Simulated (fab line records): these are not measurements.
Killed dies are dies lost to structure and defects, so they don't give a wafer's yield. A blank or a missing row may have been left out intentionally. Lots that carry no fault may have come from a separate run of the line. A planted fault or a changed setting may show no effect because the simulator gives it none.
fab line records	flow n5-finfet
[record] lots = 6	wafers = 18	last-day = 18
route steps=1938 shown SD_EPI_P@295 BEOL_M4@1111 PASSIVATION@1936
lots that met no fault: taken from a fault-free run of the same line
start-h: hours from the record's first day to the start of the lot's first wafer shown	wait-h: how many hours have passed since the lot's step before this one	" the same as in the row above	L1.1+2: a row that stands for several wafers	- value missing, or start not given	* or withheld: withheld	< > ~ a bound
route shown NAME@n: NAME is a module with steps in the file, n the number in the route of the first one	usual: mean/standard deviation of fault-free wafers	same: alike in all rows	chamber/n: place in a boat	sites: per-site readings	_std_site: standard deviation across them	_edge_site: outer sites' mean less inner sites'	radius-mm: for every site, how far away it sits from the centre of the wafer	mask NAME#n: copy n	behind: the tool/chamber that last shaped the wafer	hold: cause of the lot's hold/its duration in hours/its outcome	device: whichever transistor did not switch (one of n, p or np)	end of line: at the end of the route, the tests of the same wafers	a step given without rows: its recipe and nothing more	killed: at the first sort, the dies lost to defects and structure; wafer yield is something else	map: shows each die of a wafer: x if killed, . if not, _ if none is there
set.NAME: the run value of the setting; set.NAME@STEP: its run value at that earlier step	model.NAME: the simulator's own value behind a step, which no gauge read
certain route steps with their lots: each step a table, each wafer a row
services: from which hour (start-h, from the record's first day; less than 0 if before it) a tool's chamber was out of use, for how many hours, and why
[[steps]]
[step N5_SD_EPI_P_COAT_34]
[recipe] resist = SOC	temp-c = 250	time-s = 60	spin-rpm = 1500	resist-thk-nm = 350
[step N5_SD_EPI_P_COAT_35]
[recipe] resist = SiARC	temp-c = 220	time-s = 60	spin-rpm = 1500	resist-thk-nm = 35
[step N5_SD_EPI_P_COAT_03]
[recipe] resist = CAR-ArF-block	spin-rpm = 1500	resist-thk-nm = 150
[step N5_SD_EPI_P_EBR_05]
[recipe] solvent = PGMEA	ebr-width-mm = 1.5
[step N5_SD_EPI_P_SOFTBAKE_04]
[recipe] temp-c = 110	time-s = 60	resist = CAR-ArF-block
[step N5_SD_EPI_P_EXPOSE_06]
[recipe] mask-id = SD_P_BLK	na = 1.35	source-shape = conventional	sigma-outer = 0.8	polarization = unpolarized	target-cd-nm = 240	dose-mj = 39.5
[step N5_SD_EPI_P_PEB_07]
[recipe] peb-temp-c = 110	peb-time-s = 60	resist = CAR-ArF-block
[step N5_SD_EPI_P_DEVELOP_08]
[recipe] develop-time-s = 30	developer = TMAH	resist = CAR-ArF-block	dev-temp-c = 23	rinse-liquid = diw	dry = air-spin
[step N5_SD_EPI_P_CD_MEAS_09]
[recipe] target-cd-nm = 240	landing-energy-ev = 500	detector = se-inlens
[usual] cd-nm = 240.2/0.62
lot.wafer	tool	chamber	start-h	wait-h	cd-nm
L434.2	cd-sem-03	0	57.65	-	239.6
L434.3	"	0	"	"	240.0
L434.4	"	0	"	"	239.6
L439.2	cd-sem-01	0	89.99	-	239.4
L439.4	"	0	"	"	240.3
L439.6	"	0	"	"	239.9
L446.1	cd-sem-03	0	132.00	-	239.5
L446.2	"	0	"	"	239.1
L446.5	"	0	"	"	240.5
L448.3	cd-sem-02	0	145.32	-	241.0
L448.5	"	0	"	"	240.8
L448.6	"	0	"	"	240.6
L453.2	cd-sem-01	0	173.72	-	241.6
L453.3	"	0	"	"	241.2
L453.5	"	0	"	"	241.6
L456.2	cd-sem-02	0	194.08	-	240.2
L456.3	"	0	"	"	240.3
L456.5	"	0	"	"	239.6
[step N5_SD_EPI_P_OVL_MEAS_10]
[recipe] points-per-wafer = 44
[usual] SD_P_BLK_OVL = 0.4/0.75
[same] points-per-wafer = 44
lot.wafer	tool	chamber	start-h	wait-h	SD_P_BLK_OVL[nm]
L434.2	overlay-02	0	57.68	0.0	1.6
L434.3	"	0	"	"	0.7
L434.4	"	0	"	"	1.6
L439.2	overlay-01	0	90.02	0.0	1.2
L439.4	"	0	"	"	0.4
L439.6	"	0	"	"	0.1
L446.1	overlay-02	0	132.03	0.0	-0.4
L446.2	"	0	"	"	-0.4
L446.5	"	0	"	"	-0.3
L448.3	overlay-02	0	145.34	0.0	0.2
L448.5	"	0	"	"	1.1
L448.6	"	0	"	"	-0.6
L453.2	overlay-01	0	173.75	0.0	0.8
L453.3	"	0	"	"	-0.8
L453.5	"	0	"	"	-0.5
L456.2	overlay-01	0	194.11	0.0	0.8
L456.3	"	0	"	"	0.5
L456.5	"	0	"	"	1.4
[step N5_SD_EPI_P_INSPECT_11]
[recipe] mode = adi	inspect-instrument = macro
[usual] raw-defect-count = 2.3/1.4
lot.wafer	tool	chamber	start-h	wait-h	raw-defect-count
L434.2	defect-inspect-02	-	57.70	0.0	1
L434.3	"	-	"	"	1
L434.4	"	-	"	"	1
L439.2	defect-inspect-01	-	90.05	0.0	1
L439.4	"	-	"	"	3
L439.6	"	-	"	"	2
L446.1	defect-inspect-01	-	132.05	0.0	3
L446.2	"	-	"	"	3
L446.5	"	-	"	"	1
L448.3	defect-inspect-02	-	145.37	0.0	2
L448.5	"	-	"	"	0
L448.6	"	-	"	"	3
L453.2	defect-inspect-01	-	173.77	0.0	2
L453.3	"	-	"	"	1
L453.5	"	-	"	"	1
L456.2	defect-inspect-02	-	194.13	0.0	3
L456.3	"	-	"	"	3
L456.5	"	-	"	"	4
[step N5_SD_EPI_P_DESCUM_14]
[recipe] chemistry = O2	time-s = 7.9	source-power-w = 50	bias-power-w = 20	pressure-mtorr = 20	rf-frequency-hz = 2.712e+07	temp-c = 40	resist = CAR-ArF-block	o2-flow-sccm = 225
[usual] chamber-pressure-mTorr = 20.001/0.018	drypump-motor-current-A = 5.7/0.35	oes-product-au = 0.79/0.079	rf-vpp-V = 243.1/1.5	showerhead-plenum-p-Torr = 2.09/0.084	temp-c = 40.00/0.11	throttle-valve-pct = 20.47/0.24
lot.wafer	tool	chamber	start-h	wait-h	chamber-pressure-mTorr	drypump-motor-current-A	oes-product-au	rf-hours-counter-h	rf-vpp-V	showerhead-plenum-p-Torr	temp-c	throttle-valve-pct
L434.2	rie-diel-06	1	57.74	0.0	19.987	5.9	0.79	99	240.6	1.96	39.81	20.86
L434.3	"	2	"	"	19.971	5.9	0.76	128	239.5	2.02	40.22	20.74
L434.4	"	3	"	"	20.011	5.3	0.69	229	241.7	1.98	40.25	20.29
L439.2	rie-diel-05	2	90.08	0.0	20.001	6.0	0.74	178	244.4	2.17	39.93	20.19
L439.4	"	3	"	"	19.987	5.5	0.68	-	244.0	2.05	40.10	20.53
L439.6	"	2	"	"	20.010	6.1	0.72	-	243.5	2.17	40.20	20.19
L446.1	rie-diel-05	1	132.27	0.2	20.023	5.2	0.92	12	243.6	2.05	40.05	20.31
L446.2	"	3	"	"	19.977	5.5	1.00	1	244.6	2.05	39.77	20.19
L446.5	"	2	"	"	20.012	6.1	0.72	-	245.2	2.16	40.00	20.21
L448.3	rie-diel-05	2	145.40	0.0	19.980	6.0	0.71	195	244.6	2.16	39.89	20.20
L448.5	"	0	"	"	20.016	6.1	0.74	-	243.4	2.09	40.20	20.35
L448.6	"	1	"	"	20.004	5.2	0.91	-	244.1	2.05	40.04	20.31
L453.2	rie-diel-06	1	173.81	0.0	19.991	5.9	0.76	134	239.8	1.94	40.05	20.93
L453.3	"	2	"	"	20.003	5.9	0.72	163	242.1	2.01	39.94	20.79
L453.5	"	1	"	"	20.015	5.9	0.76	-	239.8	1.94	40.01	20.93
L456.2	rie-diel-06	3	194.17	0.0	19.990	5.3	1.00	5	245.7	2.23	40.04	19.98
L456.3	"	0	"	"	19.996	5.7	0.80	109	245.2	2.19	39.94	20.46
L456.5	"	2	"	"	19.991	5.8	0.72	-	240.6	2.00	40.14	20.79
[step N5_SD_EPI_P_ETCH_36]
[recipe] chemistry = CF4	target = SiARC	target-depth-a = 455	mask-material = CAR-ArF-block	time-s = 75.8	ion-energy-ev = 80	pressure-mtorr = 40	source-w = 545	bias-w = 36	Ar_flow_sccm = 100	cf4-flow-sccm = 100	ends = cleared
[usual] chamber-pressure-mTorr = 40.00/0.034	drypump-motor-current-A = 5.7/0.34	etch-rf-on-time-s = 75.2/1	oes-product-au = 0.68/0.067	rf-vpp-V = 184.1/1.4	showerhead-plenum-p-Torr = 2.14/0.083	throttle-valve-pct = 15.66/0.2
lot.wafer	tool	chamber	start-h	wait-h	chamber-pressure-mTorr	drypump-motor-current-A	etch-rf-on-time-s	oes-product-au	rf-hours-counter-h	rf-vpp-V	showerhead-plenum-p-Torr	throttle-valve-pct
L434.2	rie-diel-06	1	57.77	0.0	39.92	5.9	74.4	0.68	99	182.3	2.00	15.96
L434.3	"	2	"	"	40.01	5.9	76.3	0.64	128	182.9	2.07	15.87
L434.4	"	3	"	"	39.97	5.3	77.2	0.60	229	184.0	2.04	15.63
L439.2	rie-diel-05	2	90.11	0.0	39.99	6.0	75.6	0.63	178	185.7	2.21	15.43
L439.4	"	3	"	"	39.99	5.6	76.6	0.59	-	183.9	2.12	15.83
L439.6	"	2	"	"	40.02	6.0	75.1	0.63	-	185.5	2.21	15.43
L446.1	rie-diel-05	1	132.30	0.0	39.96	5.2	74.1	0.79	12	186.2	2.11	15.50
L446.2	"	3	"	"	39.99	5.6	74.0	0.86	1	182.6	2.11	15.34
L446.5	"	2	"	"	40.01	6.1	51.6	0.78	-	184.4	2.21	15.45
L448.3	rie-diel-05	2	145.44	0.0	40.04	6.1	52.6	0.77	195	183.4	2.21	15.48
L448.5	"	0	"	"	39.96	6.1	51.4	0.79	-	184.2	2.15	15.62
L448.6	"	1	"	"	39.95	5.2	75.2	0.78	-	182.5	2.10	15.52
L453.2	rie-diel-06	1	173.84	0.0	39.94	5.9	73.9	0.66	134	182.9	1.99	16.03
L453.3	"	2	"	"	40.01	5.8	76.3	0.63	163	183.5	2.06	15.94
L453.5	"	1	"	"	40.01	5.9	74.7	0.66	-	182.0	1.99	16.01
L456.2	rie-diel-06	3	194.20	0.0	40.01	5.3	74.0	0.84	5	185.7	2.28	15.18
L456.3	"	0	"	"	40.01	5.7	76.1	0.69	109	184.9	2.24	15.64
L456.5	"	2	"	"	40.02	5.8	75.5	0.63	-	182.2	2.05	15.95
[step N5_SD_EPI_P_ETCH_37]
[recipe] chemistry = N2/H2	target = SOC	overetch-a = 1080	mask-material = SiARC	temp-c = 40	ion-energy-ev = 100	source-w = 3000	bias-w = 133	pressure-mtorr = 20	time-s = 486	n2-flow-sccm = 200	h2-flow-sccm = 200	ends = end-point
[usual] chamber-pressure-mTorr = 20.000/0.02	drypump-motor-current-A = 5.7/0.35	oes-product-au = 0.71/0.067	rf-vpp-V = 240.7/1.7	showerhead-plenum-p-Torr = 2.54/0.11	temp-c = 39.98/0.12	throttle-valve-pct = 23.84/0.3
lot.wafer	tool	chamber	start-h	wait-h	chamber-pressure-mTorr	drypump-motor-current-A	oes-product-au	rf-hours-counter-h	rf-vpp-V	showerhead-plenum-p-Torr	temp-c	throttle-valve-pct
L434.2	rie-diel-06	1	57.83	0.0	19.982	5.9	0.71	99	239.3	2.36	39.89	24.09
L434.3	"	2	"	"	19.985	5.9	0.68	129	238.8	2.45	40.16	24.17
L434.4	"	3	"	"	20.017	5.3	0.63	229	239.4	2.39	40.00	23.51
L439.2	rie-diel-05	2	90.17	0.0	20.006	6.1	0.66	178	243.0	2.63	40.21	23.30
L439.4	"	3	"	"	19.985	5.5	0.61	-	241.7	2.50	39.89	24.19
L439.6	"	2	"	"	20.016	6.0	0.66	-	242.8	2.63	40.09	23.29
L446.1	rie-diel-05	1	132.36	0.0	19.986	5.2	0.82	12	238.5	2.49	40.05	23.69
L446.2	"	3	"	"	20.007	5.6	0.89	1	241.4	2.50	40.01	23.92
L446.5	"	2	"	"	20.001	6.1	0.65	-	240.8	2.63	40.09	23.31
L448.3	rie-diel-05	2	145.49	0.0	19.992	6.1	0.64	195	242.6	2.63	39.95	23.32
L448.5	"	0	"	"	20.007	6.2	0.65	-	238.1	2.53	40.14	23.84
L448.6	"	1	"	"	19.998	5.2	0.81	-	239.1	2.49	40.14	23.67
L453.2	rie-diel-06	1	173.90	0.0	19.985	6.0	0.68	134	238.9	2.35	40.11	24.14
L453.3	"	2	"	"	19.989	5.8	0.66	163	241.8	2.43	39.85	24.21
L453.5	"	1	"	"	19.971	5.9	0.68	-	237.8	2.34	40.13	24.14
L456.2	rie-diel-06	3	194.26	0.0	19.995	5.3	0.86	5	244.6	2.70	40.00	23.27
L456.3	"	0	"	"	20.022	5.7	0.73	109	242.0	2.67	40.07	24.06
L456.5	"	2	"	"	19.989	5.9	0.65	-	239.3	2.43	39.67	24.22
[step N5_BEOL_M4_RC_MEAS_101]
[usual] DIBL_N = 36.3/1.6	DIBL_P = 36.5/1.6	IOFF_N = 0.163/0.026	IOFF_P = 0.22/0.033	ION_N = 676/9.9	ION_P = 464/6.5	SS_N = 71.5/0.5	SS_P = 73.3/0.64	VT_N = 249.3/2.9	VT_P = -250/3.2
lot.wafer	tool	chamber	start-h	wait-h	DIBL_N[mV/V]	DIBL_P[mV/V]	IOFF_N[nA/um]	IOFF_P[nA/um]	ION_N[uA/um]	ION_P[uA/um]	SS_N[mV/dec]	SS_P[mV/dec]	VT_N[mV]	VT_P[mV]
L434.2	prober-01	0	193.28	0.2	38.5	38.5	0.186	0.26	686	468	72.3	74.4	247.9	-246
L434.3	"	0	"	"	37.2	37.0	0.166	0.25	676	468	71.8	73.9	248.7	-248
L434.4	"	0	"	"	39.7	39.5	0.219	0.29	699	482	73.0	74.6	245.2	-244
L439.2	prober-01	0	215.17	0.2	37.9	38.1	0.192	0.24	692	469	71.4	73.9	246.2	-250
L439.4	"	0	"	"	36.6	36.7	0.164	0.20	680	459	71.3	73.6	250.6	-252
L439.6	"	0	"	"	37.8	37.2	0.185	0.21	673	458	72.2	72.7	246.5	-254
L446.1	prober-02	0	262.35	0.0	37.4	38.8	0.184	0.24	687	470	71.9	74.3	248.4	-249
L446.2	"	0	"	"	35.2	36.6	0.145	0.20	675	464	71.0	72.1	250.5	-250
L446.5	"	0	"	"	35.9	37.2	0.159	0.21	676	470	71.6	72.9	248.0	-251
L448.3	prober-02	0	266.63	0.3	36.2	35.8	0.147	0.18	660	450	71.4	73.0	255.2	-252
L448.5	"	0	"	"	34.4	35.1	0.127	0.17	656	454	71.1	72.7	252.9	-258
L448.6	"	0	"	"	34.6	35.0	0.136	0.17	671	461	71.1	72.8	249.9	-255
L453.2	prober-01	0	304.34	0.2	36.2	39.3	0.170	0.23	669	460	71.8	74.0	246.4	-248
L453.3	"	0	"	"	35.7	38.4	0.167	0.22	679	460	71.3	73.0	249.9	-248
L453.5	"	0	"	"	35.8	38.8	0.165	0.22	681	468	71.3	74.3	249.0	-250
L456.2	prober-01	0	320.63	0.2	36.4	35.6	0.161	0.23	686	466	72.0	73.8	247.9	-248
L456.3	"	0	"	"	36.5	35.7	0.180	0.24	687	467	71.3	73.3	248.0	-247
L456.5	"	0	"	"	37.7	36.8	0.195	0.25	691	467	72.5	74.8	244.9	-246
[step N5_PASSIVATION_PROBE_49]
[usual] defect-limited-yield = 91.2/1.5	killed_at_M0_to_M3 = 32/9.6	killed_at_M4_up = 13/5.3	killed-at-contacts = 13/6.7	killed-at-front-end = 42/11	killed-at-other = 3.8/2.9	killed-dies = 103/17	killed-open = 67/13	killed-short = 35/7.9	sort_bin_5_function = 5.2/0.94	sort_bin_6_memory = 3.3/0.64	sort-n-pass = 1077/17	sort-yield-pct = 91.2/1.5
[same] gross-dies = 1180	killed-at-back-side = 0	sort_bin_4_leakage[%] = 0	sort_bin_8_speed[%] = 0
lot.wafer	tool	chamber	start-h	wait-h	defect-limited-yield[%]	killed_at_M0_to_M3	killed_at_M4_up	killed-at-contacts	killed-at-front-end	killed-at-other	killed-dies	killed-open	killed-short	sort_bin_5_function[%]	sort_bin_6_memory[%]	sort-n-pass	sort-yield-pct[%]
L434.2	prober-01	-	293.85	0.1	91.5	29	16	5	48	2	100	63	36	5.2	2.9	1080	91.5
L434.3	prober-01	-	293.90	0.1	91.5	16	24	4	54	2	100	65	34	5.2	2.8	1080	91.5
L434.4	prober-01	-	293.95	0.2	91.2	24	30	5	43	2	104	66	37	4.4	4.3	1076	91.2
L439.2	prober-02	-	320.17	0.1	89.3	42	17	17	42	8	126	80	46	6.5	3.9	1054	89.3
L439.4	prober-02	-	320.27	0.2	89.0	42	26	8	46	8	130	88	40	7.3	3.3	1050	89.0
L439.6	prober-02	-	320.37	0.3	89.2	49	10	5	61	2	127	83	44	5.7	4.4	1053	89.2
L448.3	prober-02	-	369.10	0.1	90.6	29	9	10	58	5	111	63	47	4.7	3.9	1069	90.6
L448.5	prober-02	-	369.20	0.2	93.7	22	6	4	38	4	74	54	20	3.6	2.5	1106	93.7
L448.6	prober-02	-	369.25	0.3	92.2	21	7	5	56	3	92	49	43	4.4	3.1	1088	92.2
L446.1	prober-01	-	376.38	0.0	91.2	27	8	9	57	3	104	55	47	5.8	2.9	1076	91.2
L446.2	prober-01	-	376.43	0.1	91.0	29	12	16	48	1	106	63	42	5.7	3.1	1074	91.0
L446.5	prober-01	-	376.58	0.2	90.9	33	9	10	54	1	107	60	45	5.6	3.0	1073	90.9
L453.2	prober-01	-	414.99	0.1	90.2	55	9	16	32	4	116	78	37	4.8	4.2	1064	90.2
L453.3	prober-01	-	415.04	0.1	91.7	31	15	10	40	2	98	63	32	4.7	3.3	1082	91.7
L453.5	prober-01	-	415.14	0.2	91.2	44	14	13	30	3	104	65	37	5.2	3.2	1076	91.2
L456.2	prober-02	-	437.58	0.1	91.2	21	12	23	44	4	104	69	34	5.4	3.0	1076	91.2
L456.3	prober-02	-	437.63	0.1	90.0	26	11	19	57	5	118	74	41	6.2	3.4	1062	90.0
L456.5	prober-02	-	437.73	0.2	91.4	30	10	17	43	1	101	63	38	4.9	3.2	1079	91.4
// killed by level:class
L434.2 FIN_SAQP:geometric-particle:open=10 FIN_SAQP:geometric-particle:short=9 STI_FIN_REVEAL:geometric-particle:open=8 BEOL_M2:geometric-particle:open=7 BEOL_M3:geometric-particle:open=6 BEOL_M0_SAQP:geometric-particle:open=5 STI_FIN_REVEAL:geometric-particle:short=4 MOL_CONTACT_COAG:geometric-particle:open=4
L434.3 FIN_SAQP:geometric-particle:open=14 STI_FIN_REVEAL:geometric-particle:open=11 BEOL_M4:geometric-particle:open=10 BEOL_M5:geometric-particle:open=7 FIN_SAQP:geometric-particle:short=6 GATE_CUT:geometric-particle:short=5 DUMMY_GATE:geometric-particle:open=5 BEOL_M4:geometric-particle:short=5
L434.4 STI_FIN_REVEAL:geometric-particle:open=14 BEOL_M4:geometric-particle:open=14 BEOL_M4:geometric-particle:short=8 FIN_SAQP:geometric-particle:short=7 BEOL_M2:geometric-particle:open=7 BEOL_M0_SAQP:geometric-particle:short=5 BEOL_M3:geometric-particle:open=5 MOL_CONTACT_COAG:geometric-particle:open=4
L439.2 MOL_CONTACT_COAG:geometric-particle:open=15 FIN_SAQP:geometric-particle:short=12 STI_FIN_REVEAL:geometric-particle:open=10 BEOL_M3:geometric-particle:open=10 BEOL_M0_SAQP:geometric-particle:short=8 BEOL_M2:geometric-particle:open=8 BEOL_M4:geometric-particle:open=8 FIN_SAQP:geometric-particle:open=6
L439.4 BEOL_M4:geometric-particle:open=18 BEOL_M0_SAQP:geometric-particle:open=14 FIN_SAQP:geometric-particle:short=13 BEOL_M0_SAQP:geometric-particle:short=11 BEOL_M3:geometric-particle:open=9 FIN_SAQP:geometric-particle:open=8 GATE_CUT:geometric-particle:open=7 MOL_CONTACT_COAG:geometric-particle:open=7
L439.6 STI_FIN_REVEAL:geometric-particle:open=17 FIN_SAQP:geometric-particle:short=13 BEOL_M3:geometric-particle:open=12 BEOL_M0_SAQP:geometric-particle:open=10 BEOL_M0_SAQP:geometric-particle:short=10 FIN_SAQP:geometric-particle:open=7 BEOL_M1:geometric-particle:open=7 GATE_CUT:geometric-particle:short=5
L448.3 STI_FIN_REVEAL:geometric-particle:open=12 FIN_SAQP:geometric-particle:short=11 FIN_SAQP:geometric-particle:open=11 MOL_CONTACT_COAG:geometric-particle:open=7 BEOL_M0_SAQP:geometric-particle:short=6 BEOL_M2:geometric-particle:open=6 ILD0:geometric-particle:short=5 BEOL_M2:geometric-particle:short=5
L448.5 FIN_SAQP:geometric-particle:open=9 STI_FIN_REVEAL:geometric-particle:open=5 DUMMY_GATE:geometric-particle:open=5 BEOL_M1:geometric-particle:open=5 FIN_SAQP:geometric-particle:short=4 MOL_CONTACT_COAG:geometric-particle:open=4 BEOL_M0_SAQP:geometric-particle:open=4 BEOL_M0_SAQP:geometric-particle:short=4
L448.6 FIN_SAQP:geometric-particle:short=14 STI_FIN_REVEAL:geometric-particle:open=12 FIN_SAQP:geometric-particle:open=10 GATE_CUT:geometric-particle:short=6 BEOL_M0_SAQP:geometric-particle:short=6 ILD0:geometric-particle:short=5 MOL_CONTACT_COAG:geometric-particle:open=5 BEOL_M0_SAQP:geometric-particle:open=5
L446.1 FIN_SAQP:geometric-particle:short=16 FIN_SAQP:geometric-particle:open=12 GATE_CUT:geometric-particle:short=8 DUMMY_GATE:geometric-particle:open=7 BEOL_M2:geometric-particle:open=7 BEOL_M0_SAQP:geometric-particle:short=6 BEOL_M0_SAQP:geometric-particle:open=6 STARTING-WAFER:geometric-particle:open=6
L446.2 FIN_SAQP:geometric-particle:open=14 MOL_CONTACT_COAG:geometric-particle:open=12 GATE_CUT:geometric-particle:short=10 BEOL_M0_SAQP:geometric-particle:short=10 FIN_SAQP:geometric-particle:short=6 BEOL_M4:geometric-particle:open=6 BEOL_M0_SAQP:geometric-particle:open=5 GATE_CUT:geometric-particle:open=4
L446.5 FIN_SAQP:geometric-particle:short=15 BEOL_M0_SAQP:geometric-particle:open=14 FIN_SAQP:geometric-particle:open=10 MOL_CONTACT_COAG:geometric-particle:short=6 BEOL_M0_SAQP:geometric-particle:short=6 DUMMY_GATE:geometric-particle:open=5 GATE_CUT:geometric-particle:short=5 BEOL_M0:geometric-particle:open=4
L453.2 BEOL_M1:geometric-particle:open=18 MOL_CONTACT_COAG:geometric-particle:open=15 BEOL_M2:geometric-particle:open=13 BEOL_M0_SAQP:geometric-particle:short=8 FIN_SAQP:geometric-particle:short=6 BEOL_M3:geometric-particle:open=6 FIN_SAQP:geometric-particle:open=5 STARTING-WAFER:geometric-particle:short=5
L453.3 STI_FIN_REVEAL:geometric-particle:open=10 MOL_CONTACT_COAG:geometric-particle:open=9 BEOL_M1:geometric-particle:open=9 BEOL_M2:geometric-particle:open=7 FIN_SAQP:geometric-particle:short=6 GATE_CUT:geometric-particle:short=6 STI_FIN_REVEAL:geometric-particle:short=4 BEOL_M0_SAQP:geometric-particle:short=4
L453.5 MOL_CONTACT_COAG:geometric-particle:open=11 BEOL_M0_SAQP:geometric-particle:open=10 BEOL_M1:geometric-particle:open=9 BEOL_M3:geometric-particle:open=7 BEOL_M0:geometric-particle:short=6 BEOL_M0_SAQP:geometric-particle:short=5 STARTING-WAFER:geometric-particle:short=5 FIN_SAQP:geometric-particle:open=4
L456.2 MOL_CONTACT_COAG:geometric-particle:open=18 STI_FIN_REVEAL:geometric-particle:open=13 FIN_SAQP:geometric-particle:short=8 FIN_SAQP:geometric-particle:open=7 MOL_CONTACT_COAG:geometric-particle:short=5 BEOL_M0_SAQP:geometric-particle:short=5 BEOL_M1:geometric-particle:open=5 BEOL_M0_SAQP:geometric-particle:open=4
L456.3 STI_FIN_REVEAL:geometric-particle:open=16 MOL_CONTACT_COAG:geometric-particle:open=13 FIN_SAQP:geometric-particle:open=9 STI_FIN_REVEAL:geometric-particle:short=9 BEOL_M0_SAQP:geometric-particle:open=7 BEOL_M1:geometric-particle:open=7 MOL_CONTACT_COAG:geometric-particle:short=6 FIN_SAQP:geometric-particle:short=5
L456.5 FIN_SAQP:geometric-particle:short=13 MOL_CONTACT_COAG:geometric-particle:open=11 FIN_SAQP:geometric-particle:open=9 STI_FIN_REVEAL:geometric-particle:open=9 MOL_CONTACT_COAG:geometric-particle:short=6 BEOL_M0_SAQP:geometric-particle:short=6 BEOL_M0_SAQP:geometric-particle:open=6 BEOL_M1:geometric-particle:open=6
[[services]]
tool	chamber	start-h	hours	kind
rie-diel-05	0	56.42	14.8	repair
rie-diel-05	1	74.20	-	clean
rie-diel-05	1	74.20	-	consumable-replace:focus-ring
rie-diel-05	1	74.20	19.4	scheduled-down
rie-diel-05	1	74.20	19.4	vent-cycle
rie-diel-05	3	106.00	-	clean
rie-diel-05	3	106.00	-	consumable-replace:focus-ring
rie-diel-05	3	106.00	22.3	scheduled-down
rie-diel-05	3	106.00	22.3	vent-cycle
rie-diel-06	3	106.80	1.2	repair
rie-diel-06	-	110.12	0.7	repair
rie-diel-06	0	151.75	8.8	repair
rie-diel-06	3	160.69	-	clean
rie-diel-06	3	160.69	-	consumable-replace:focus-ring
rie-diel-06	3	160.69	-	consumable-replace:showerhead
rie-diel-06	3	160.69	18.1	scheduled-down
rie-diel-06	3	160.69	18.1	vent-cycle
rie-diel-06	1	185.66	1.9	repair
[[key]]
[first-sign] step = N5_SD_EPI_P_ETCH_36	reading = etch-rf-on-time-s	direction = down	sigmas = 23	usual = *	struck = *
effect none on later readings
met-at N5_SD_EPI_P_ETCH_36
struck-wafers L446.5,L448.3,L448.5
onset-between 90.11 132.30
[fault] kind = process-parameter-drift	tool = rie-diel-05	chamber = -	onset-h = 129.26	steps = N5_SD_EPI_P_ETCH_36	channel = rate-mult	offset = 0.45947	shape = step	end-h = 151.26	scope = struck-wafers-only
